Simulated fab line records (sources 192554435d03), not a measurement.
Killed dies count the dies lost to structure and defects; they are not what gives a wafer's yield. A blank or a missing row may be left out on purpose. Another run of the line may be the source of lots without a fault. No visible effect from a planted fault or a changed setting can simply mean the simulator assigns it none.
Which tool is to blame? | flow n5 finfet | 24 wafers from 9 lots sampled at 7 of the route's 1938 steps

== WHAT THE GAUGES SHOWED, per wafer ==
N5_BEOL_M0_SAQP_INSPECT_42: inspects for defects (brightfield).
lot  | measured     | on                | raw defect count
L345 | day 5 22:43  | defect inspect-02 | 340 323 346
L346 | day 6 04:37  | defect inspect-02 | 284 291 249
L350 | day 9 08:01  | defect inspect-01 | 238 164
L358 | day 9 12:55  | defect inspect-02 | 184 308 539
L360 | day 9 19:44  | defect inspect-02 | 436 391
L361 | day 10 02:52 | defect inspect-01 | 215 196 325
L364 | day 10 16:03 | defect inspect-02 | 338 314
L366 | day 11 05:20 | defect inspect-02 | 359 327 260
L367 | day 11 09:59 | defect inspect-02 | 204 311 224

N5_BEOL_M0_CUTY_INSPECT_59: inspects for defects (macro).
lot  | measured     | on                | raw defect count
L345 | day 6 00:05  | defect inspect-02 | 4 0 2
L346 | day 6 06:34  | defect inspect-02 | 2 0 3
L350 | day 9 09:32  | defect inspect-01 | 2 4
L358 | day 9 14:49  | defect inspect-01 | 1 1 271
L360 | day 9 21:16  | defect inspect-01 | 0 2
L361 | day 10 04:17 | defect inspect-01 | 5 0 1
L364 | day 10 19:01 | defect inspect-02 | 0 2
L366 | day 11 07:22 | defect inspect-01 | 1 0 4
L367 | day 11 12:06 | defect inspect-02 | 1 2 4

N5_BEOL_M4_RC_MEAS_101.
lot  | measured     | on        | DIBL_N (mV/V)  | DIBL_P (mV/V)  | IOFF_N (nA/um) | IOFF_P (nA/um) | ION_N (uA/um) | ION_P (uA/um) | SS_N (mV/dec)  | SS_P (mV/dec)  | VT_N (mV)   | VT_P (mV)
L345 | day 7 18:56  | prober-02 | 32.4 30.5 37.0 | 31.4 28.2 37.0 | 0.10 0.07 0.18 | 0.13 0.10 0.20 | 667 649 678   | 456 448 463   | 69.5 69.5 71.2 | 71.9 70.9 73.7 | 254 261 249 | -258 -261 -252
L346 | day 7 21:52  | prober-01 | 34.6 32.8 31.4 | 37.3 36.1 34.6 | 0.13 0.12 0.10 | 0.16 0.15 0.14 | 646 677 658   | 439 470 457   | 71.7 71.7 70.6 | 73.4 72.2 72.7 | 258 253 255 | -258 -257 -258
L350 | day 10 22:53 | prober-02 | 36.6 36.7      | 37.4 37.1      | 0.16 0.17      | 0.21 0.20      | 689 683       | 469 461       | 71.8 71.7      | 73.1 73.0      | 249 249     | -250 -253
L358 | day 11 14:35 | prober-01 | 39.9 36.7 36.6 | 39.5 35.6 35.2 | 0.23 0.16 0.16 | 0.33 0.24 0.24 | 676 674 696   | 469 469 476   | 73.1 71.7 71.7 | 74.4 73.7 73.8 | 246 250 250 | -244 -247 -246
L360 | day 11 19:11 | prober-02 | 34.9 38.4      | 33.0 36.2      | 0.13 0.19      | 0.20 0.26      | 682 638       | 473 453       | 71.2 72.1      | 72.7 73.6      | 251 248     | -248 -246
L361 | day 12 12:38 | prober-02 | 37.7 38.0 38.6 | 38.1 37.1 38.9 | 0.20 0.19 0.20 | 0.25 0.23 0.26 | 704 680 692   | 477 468 468   | 71.0 71.1 72.1 | 74.4 73.9 73.7 | 247 249 247 | -249 -250 -247
L364 | day 13 06:20 | prober-02 | 37.1 35.6      | 36.7 35.6      | 0.18 0.15      | 0.21 0.20      | 680 657       | 467 448       | 72.7 71.6      | 73.1 73.5      | 248 252     | -250 -252
L366 | day 13 21:27 | prober-02 | 35.4 33.3 34.5 | 35.4 32.2 34.5 | 0.14 0.10 0.13 | 0.22 0.17 0.21 | 663 647 674   | 456 452 474   | 70.9 70.8 71.5 | 73.0 72.6 72.9 | 250 258 255 | -248 -251 -250
L367 | day 14 07:34 | prober-01 | 33.8 38.3 32.8 | 34.0 38.9 33.3 | 0.13 0.21 0.12 | 0.21 0.28 0.19 | 661 687 688   | 458 475 477   | 71.6 71.9 72.0 | 72.5 73.3 71.6 | 253 247 253 | -248 -245 -250

== TOOL THAT RAN EACH LOT (tool first, then ch and the chambers of the sampled wafers, then the start) ==
lot  | N5_BEOL_M0_SAQP_PECVD_97        | N5_BEOL_M0_SAQP_SPACER2_ALD_26    | N5_BEOL_M0_SAQP_SPACER2_ETCHBACK_27 | N5_BEOL_M0_SAQP_ALD_48
L345 | pecvd-02 ch 1,2, day 5 18:02    | ald sin-01 ch 1,2,3, day 5 21:34  | rie diel-01 ch 0,3, day 5 22:07     | ald sin-02 ch 0,1,3, day 5 23:05
L346 | pecvd-03 ch 1,2, day 5 23:54    | ald sin-02 ch 1,2,3, day 6 03:28  | rie diel-06 ch 1,2,3, day 6 04:01   | ald sin-02 ch 0,1,3, day 6 05:25
L350 | pecvd-02 ch 0,2, day 9 02:14    | ald sin-04 ch 0,2, day 9 06:50    | rie diel-02 ch 0, day 9 07:25       | ald sin-02 ch 0,1, day 9 08:26
L358 | pecvd-02 ch 0,1,2, day 9 03:19  | ald sin-01 ch 0,1,3, day 9 11:39  | rie diel-06 ch 1,2, day 9 12:12     | ald sin-01 ch 2,3, day 9 13:43
L360 | pecvd-04 ch 0,1, day 9 14:40    | ald sin-01 ch 0,2, day 9 18:28    | rie diel-02 ch 0,3, day 9 19:01     | ald sin-01 ch 0,3, day 9 20:12
L361 | pecvd-03 ch 1,2, day 9 21:51    | ald sin-02 ch 0,2,3, day 10 01:35 | rie diel-02 ch 0,2,3, day 10 02:08  | ald sin-04 ch 0,2,3, day 10 03:13
L364 | pecvd-04 ch 0,2, day 10 10:58   | ald sin-04 ch 0,3, day 10 14:47   | rie diel-06 ch 1,3, day 10 15:25    | ald sin-02 ch 2,3, day 10 17:56
L366 | pecvd-04 ch 0,1,2, day 11 00:17 | ald sin-02 ch 0,1,2, day 11 04:01 | rie diel-01 ch 2,3, day 11 04:37    | ald sin-04 ch 0,3, day 11 06:11
L367 | pecvd-03 ch 0,2, day 11 04:19   | ald sin-02 ch 0,1,2, day 11 08:33 | rie diel-06 ch 0,1,2, day 11 09:23  | ald sin-01 ch 0,1,3, day 11 11:00
- N5_BEOL_M0_SAQP_PECVD_97: deposits SiNx from SiH4/NH3/N2, target thk 23 nm, time 19.9 s.
- N5_BEOL_M0_SAQP_SPACER2_ALD_26: deposits SiO2, target thk 15 nm, pulse time 1 s, purge time 2 s.
- N5_BEOL_M0_SAQP_SPACER2_ETCHBACK_27: etches SiO2 in CHF3/O2, target depth 22.5 nm, time 11.25 s.
- N5_BEOL_M0_SAQP_ALD_48: deposits SiO2, target thk 20 nm, pulse time 1 s, co reactant pulse time 1 s.

== WHAT THE TOOLS THEMSELVES READ (means of the sampled wafers that have a number; where no wafer has one, the mark that the record gives instead) ==
N5_BEOL_M0_SAQP_PECVD_97.
lot  | tool     | chamber pressure Torr (Torr) | heater power w (W) | showerhead plenum p Torr (Torr) | throttle valve pct (%)
L345 | pecvd-02 | 1.498                        | 574                | 5.18                            | 39.4
L346 | pecvd-03 | 1.501                        | 534                | 5.07                            | 38.3
L350 | pecvd-02 | 1.499                        | 688                | 5.17                            | 39.0
L358 | pecvd-02 | 1.497                        | 608                | 5.18                            | 39.5
L360 | pecvd-04 | 1.502                        | 520                | 5.19                            | 40.5
L361 | pecvd-03 | 1.503                        | 535                | 5.13                            | 37.5
L364 | pecvd-04 | 1.500                        | 491                | 5.17                            | 38.2
L366 | pecvd-04 | 1.502                        | 503                | 5.19                            | 40.1
L367 | pecvd-03 | 1.500                        | 533                | 5.07                            | 38.8

N5_BEOL_M0_SAQP_SPACER2_ALD_26.
lot  | tool       | chamber pressure Torr (Torr) | heater power w (W) | precursor pulse height rel
L345 | ald sin-01 | 1.998                        | 453                | 0.985
L346 | ald sin-02 | 2.003                        | 472                | 1.006
L350 | ald sin-04 | 2.003                        | 470                | 0.988
L358 | ald sin-01 | 2.000                        | 490                | 1.011
L360 | ald sin-01 | 1.994                        | 479                | 0.998
L361 | ald sin-02 | 2.002                        | 450                | 0.972
L364 | ald sin-04 | 1.998                        | 506                | 1.014
L366 | ald sin-02 | 2.000                        | 453                | 1.002
L367 | ald sin-02 | 1.997                        | 457                | 0.973

N5_BEOL_M0_SAQP_SPACER2_ETCHBACK_27.
lot  | tool        | drypump motor current A (A) | oes product au (a.u.) | rf vpp V (V) | showerhead plenum p Torr (Torr) | throttle valve pct (%)
L345 | rie diel-01 | 6.2                         | 0.69                  | 520          | 2.43                            | 18.90
L346 | rie diel-06 | 5.5                         | 0.75                  | 520          | 2.46                            | 18.89
L350 | rie diel-02 | 5.7                         | 0.73                  | 544          | 2.48                            | 19.14
L358 | rie diel-06 | 5.5                         | 0.78                  | 532          | 2.50                            | 18.91
L360 | rie diel-02 | 6.0                         | 0.74                  | 536          | 2.34                            | 19.06
L361 | rie diel-02 | 5.9                         | 0.79                  | 531          | 2.41                            | 19.02
L364 | rie diel-06 | 5.2                         | 0.86                  | 520          | 2.45                            | 18.97
L366 | rie diel-01 | 5.8                         | 0.76                  | 519          | 2.47                            | 18.90
L367 | rie diel-06 | 5.6                         | 0.79                  | 537          | 2.44                            | 18.83

N5_BEOL_M0_SAQP_ALD_48.
lot  | tool       | chamber pressure Torr (Torr) | heater power w (W) | precursor pulse height rel
L345 | ald sin-02 | 1.996                        | 73                 | 1.009
L346 | ald sin-02 | 1.999                        | 74                 | 0.992
L350 | ald sin-02 | 2.002                        | 72                 | 0.980
L358 | ald sin-01 | 2.003                        | 77                 | 0.996
L360 | ald sin-01 | 2.002                        | 82                 | 0.988
L361 | ald sin-04 | 1.996                        | 81                 | 0.986
L364 | ald sin-02 | 1.998                        | 76                 | 0.977
L366 | ald sin-04 | 1.999                        | 85                 | 1.014
L367 | ald sin-01 | 1.999                        | 81                 | 1.021

== THE ANSWER, worked out from the rows above alone ==
Rule: the usual values come from the lots themselves. Put in order of their means at a reading, lots are off if they are a third of the lots or fewer, leave a main group of 4 or more, and stand apart from it by a gap of 3 or more times the standard deviation of the main group's means; of several such gaps the widest counts. The tables above print the reading to a certain number of digits; a main group whose means all agree to those digits is not used. A lot without any number at a reading at which 4 lots or more have one is off too. Where the step has rows for the other lots, those lots are counted as sound. The gauges are gone through in route order, then the tools' own readings, and for those a lot's mean is taken as printed above. The first step at which some lot is off is used, and at that step the reading that is off furthest; a lot without a number counts as furthest.
Off: L358, at N5_BEOL_M0_CUTY_INSPECT_59 (raw defect count). The main group has a mean of 1.8 with a standard deviation of 0.62.
If a tool, at a process step before that reading, ran all the lots that are off and no sound lot after the first of them, it fits. The gauges at N5_BEOL_M0_CUTY_INSPECT_59 are tried like those tools. One candidate fits, namely pecvd-02 at N5_BEOL_M0_SAQP_PECVD_97. Its last sound lot is L350 (day 9 02:14), its first lot that is off L358 (day 9 03:19): a fault that began between those two fits.

== WHAT THE SIMULATOR PUT IN ==
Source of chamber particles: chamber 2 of pecvd-02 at N5_BEOL_M0_SAQP_PECVD_97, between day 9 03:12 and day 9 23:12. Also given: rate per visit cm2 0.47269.
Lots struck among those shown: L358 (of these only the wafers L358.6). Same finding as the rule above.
